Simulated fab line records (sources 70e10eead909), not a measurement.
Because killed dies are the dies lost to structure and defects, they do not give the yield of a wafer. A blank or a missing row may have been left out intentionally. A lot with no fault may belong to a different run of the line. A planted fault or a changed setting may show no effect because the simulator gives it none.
Matching of chambers	flow nand harc	NHARC_A_SLIT_DEP_23 on pecvd-04 has 3 sister chambers
The step deposits SiON, target thk 100 nm. 6 wafers are shown with their chamber, then 8 later ones without.

== WAFERS PAIRED WITH THEIR CHAMBERS ==
wafer	chamber	heater power w (W)	susceptor temp C (C)
L082.6	1	791	399.60
L083.2	2	840	400.13
L083.4	2	844	399.97
L086.2	1	716	399.82
L086.5	0	696	399.99
L088.2	0	710	400.13

== WAFERS MISSING THEIR CHAMBER ==
wafer	heater power w (W)	susceptor temp C (C)
L088.3	747	399.98
L088.6	777	399.72
L096.3	717	400.34
L096.4	710	400.25
L096.5	842	399.95
L097.1	877	400.31
L097.4	722	400.03
L097.5	736	400.41

== EACH ONE'S CHAMBER ==
wafer	from the rows above	in truth
L088.3	can't be placed: 0 or 1 or 2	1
L088.6	1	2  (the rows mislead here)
L096.3	0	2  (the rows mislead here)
L096.4	0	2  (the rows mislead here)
L096.5	2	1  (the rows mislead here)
L097.1	2	2
L097.4	0	0
L097.5	can't be placed: 0 or 2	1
Correct placement for 2 of the 8. Cannot be placed on the basis of these rows: 2; the candidates contain the true chamber in 1. Number placed wrongly: 4.
How it was worked out, from the rows above alone: a wafer's distance from a chamber is the root of the sum, over the readings, of the square of ((its reading less the chamber's mean) divided by the reading's scatter). If the next closest chamber is less than 2 further off than the closest, the wafer can't be placed; otherwise it belongs to the closest. Each chamber's mean is taken over the wafers shown for it. The scatter: take each reading less its chamber's mean, square it, sum over the shown wafers, divide by the number of wafers less the number of chambers, and take the root.
